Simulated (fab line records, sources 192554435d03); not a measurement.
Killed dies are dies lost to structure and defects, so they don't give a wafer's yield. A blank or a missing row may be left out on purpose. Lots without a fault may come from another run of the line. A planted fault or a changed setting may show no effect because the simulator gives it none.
A struck lot beside a sound one | flow n5_finfet | 44 steps out of a route of 1938
Sound: wafers L252.1, L252.3, L252.4. Struck: wafers L235.2, L235.3. The cause comes at the end.
At each step with rows: each side's tool, then ch and its chambers, then its first start. Under that, the readings that differ: sound wafers | struck wafers | difference of the means | sigmas: that difference in standard deviations of wafers without a fault.
alike: readings whose means differ by less than 2 such deviations, and words and numbers that are the same on both sides. not compared: withheld readings, readings that some wafer has no value for, bounds like >300 that may hide the same value, and numbers for which the record gives no deviation and whose values overlap.
The two part at a step that has a row with sigmas, a row that says differs or no value, or rows on one side only. Numbers that don't overlap but have no deviation are shown without sigmas and don't part them. A reading that every wafer of one side lacks parts them only if that side has two wafers or more.

first, 11 steps without rows for these wafers: N5_BEOL_M4_DESCUM_33 (chemistry O2, time 7 s); N5_BEOL_M4_ETCH_77 (etches underlayer in N2/H2, target depth 6.5 nm, time 5.2 s); N5_BEOL_M4_ETCH_69 (etches SiARC in CF4, target depth 15.6 nm, time 26 s); N5_BEOL_M4_ALD_98 (deposits SiO2, target thk 2.5 nm, pulse time 1 s, co reactant pulse time 1 s); N5_BEOL_M4_ETCHBACK_99 (etches SiO2 in CHF3, target depth 5 nm, time 10.4 s); N5_BEOL_M4_ETCH_70 (etches SOC in N2/H2, target depth 80 nm, overetch 24 nm, time 130 s); N5_BEOL_M4_STRIP_71 (strips in N2/H2); N5_BEOL_M4_STRIP_78 (strips in N2/H2); N5_BEOL_M4_VIA_ETCH_34 (etches the open film in C4F6/O2, target depth 69.4 nm, time 65.9 s); N5_BEOL_M4_STRIP_83 (strips in C4F6/O2); N5_BEOL_M4_STRIP_36 (strips in N2/H2).
N5_BEOL_M4_TRENCH_ETCH_37: etches SiOC in C4F6/O2, target depth 55.555 nm, time 29.2 s.
  sound on rie_diel-01 ch 0,2,3, day 13 04:49; struck on rie_diel-05 ch 0,2, day 9 14:55
  reading                             | sound             | struck      | difference | sigmas
  run_length_s (s)                    | 51.9 52.0 52.6    | 54.3 53.9   | +1.9       | +5
  model.etch.depth_nm (nm)            | 56.45 55.27 55.24 | 58.83 58.41 | +2.97      |
  model.BEOL_M4.feature_depth_nm (nm) | 56.4 55.2 55.2    | 58.8 58.4   | +3.0       |
  alike: drypump_motor_current_A, oes_f_703_au, oes_product_au, rf_vpp_V, showerhead_plenum_p_Torr, throttle_valve_pct
  not compared: rf_hours_counter_h
then, 2 steps without rows for these wafers: N5_BEOL_M4_ETCH_41 (etches SiCN in CH3F/O2, target depth 29.9 nm, time 52.5 s); N5_BEOL_M4_STRIP_97 (strips in N2/H2, time 10 s).
N5_BEOL_M4_OCD_MEAS_38:
  sound on ocd-01, day 13 04:58; struck on ocd-01, day 9 15:04
  reading              | sound          | struck    | difference | sigmas
  trench_depth_nm (nm) | 55.9 55.6 55.2 | 58.9 58.3 | +3.0       | +3
then, 25 steps without rows for these wafers: N5_BEOL_M4_HM_STRIP_39 (strips TiN in peroxide tin strip, target depth 25 nm, time 158 s); N5_BEOL_M4_SRD_40 (time 30 s); N5_BEOL_M4_PRECLEAN_42 (cleans in residue remover, time 60 s); N5_BEOL_M4_SRD_43 (time 30 s); N5_BEOL_M4_DEGAS_44 (time 60 s); N5_BEOL_M4_PRE_CLEAN_45 (time 30 s); N5_BEOL_M4_ALD_84 (deposits TaN, pulse time 2 s, purge time 3 s, co reactant purge time 2 s); N5_BEOL_M4_SURFACE_TREAT_85; N5_BEOL_M4_CVD_47 (deposits Co from CCTBA/H2, target thk 3 nm, time 223.8 s); N5_BEOL_M4_SPUTTER_48 (material Cu, target thk 4.5 nm, time 8.29 s); N5_BEOL_M4_ANNEAL_49 (time 240 s); N5_BEOL_M4_SPUTTER_79 (material Cu, target thk 4.5 nm, time 8.29 s); N5_BEOL_M4_ANNEAL_80 (time 240 s); N5_BEOL_M4_SPUTTER_81 (material Cu, target thk 4.5 nm, time 8.29 s); N5_BEOL_M4_ANNEAL_82 (time 240 s); N5_BEOL_M4_SPUTTER_86 (material Cu, target thk 4.5 nm, time 8.29 s); N5_BEOL_M4_ANNEAL_87 (time 240 s); N5_BEOL_M4_SPUTTER_88 (material Cu, target thk 4.5 nm, time 8.29 s); N5_BEOL_M4_ANNEAL_89 (time 240 s); N5_BEOL_M4_SPUTTER_90 (material Cu, target thk 4.5 nm, time 8.29 s); N5_BEOL_M4_ANNEAL_91 (time 240 s); N5_BEOL_M4_SPUTTER_92 (material Cu, target thk 4.5 nm, time 8.29 s); N5_BEOL_M4_ANNEAL_93 (time 240 s); N5_BEOL_M4_SPUTTER_94 (material Cu, target thk 4.5 nm, time 8.29 s); N5_BEOL_M4_ANNEAL_95 (time 240 s).
N5_BEOL_M4_CMP_52: polishes, stops on SiOC, t overpolish 6.8 s, target thk 40 nm.
  sound on cmp-02 ch 0,2,3, day 13 09:36; struck on cmp-04 ch 0,3, day 9 18:34
  reading                                | sound      | struck    | difference | sigmas
  model.Cu_of_BEOL_M4_ECD_50.thk_nm (nm) | 39.6 40 40 | 43.6 43.2 | +3.5       |
  alike: barrier_field_endpoint_s, motor_current_A, overpolish_run_s, platen_rpm, slurry_flow_ml_min, time_to_endpoint_s
N5_BEOL_M4_THK_MEAS_53: measures by xrf.
  sound on film_metro-02, day 13 09:52; struck on film_metro-01, day 9 18:51
  reading     | sound          | struck    | difference | sigmas
  M4_THK (nm) | 39.2 39.6 39.7 | 43.5 43.1 | +3.8       | +2
N5_BEOL_M4_RC_MEAS_101:
  sound on prober-01 ch 0, day 13 10:13; struck on prober-02 ch 0, day 9 19:19
  reading       | sound             | struck      | difference | sigmas
  ION_N (uA/um) | 666 665 660       | 683 690     | +23        | +3
  SS_N (mV/dec) | 71.4 70.8 71.0    | 72.3 72.2   | +1.2       | +2
  VT_N (mV)     | 251.3 251.7 253.9 | 246.4 246.1 | -6.1       | -2
  alike: DIBL_N, DIBL_P, IOFF_N, IOFF_P, ION_P, SS_P, VT_P
then, 1 step without rows for these wafers: N5_PASSIVATION_PROBE_49.

WHERE THEY PART
First at N5_BEOL_M4_TRENCH_ETCH_37; last, within this record, at N5_BEOL_M4_RC_MEAS_101.

WHY: what the simulator had put in
Process parameter drift: rie_diel-05, from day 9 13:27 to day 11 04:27, at N5_BEOL_M4_TRENCH_ETCH_37. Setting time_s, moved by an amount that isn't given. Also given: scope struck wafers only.
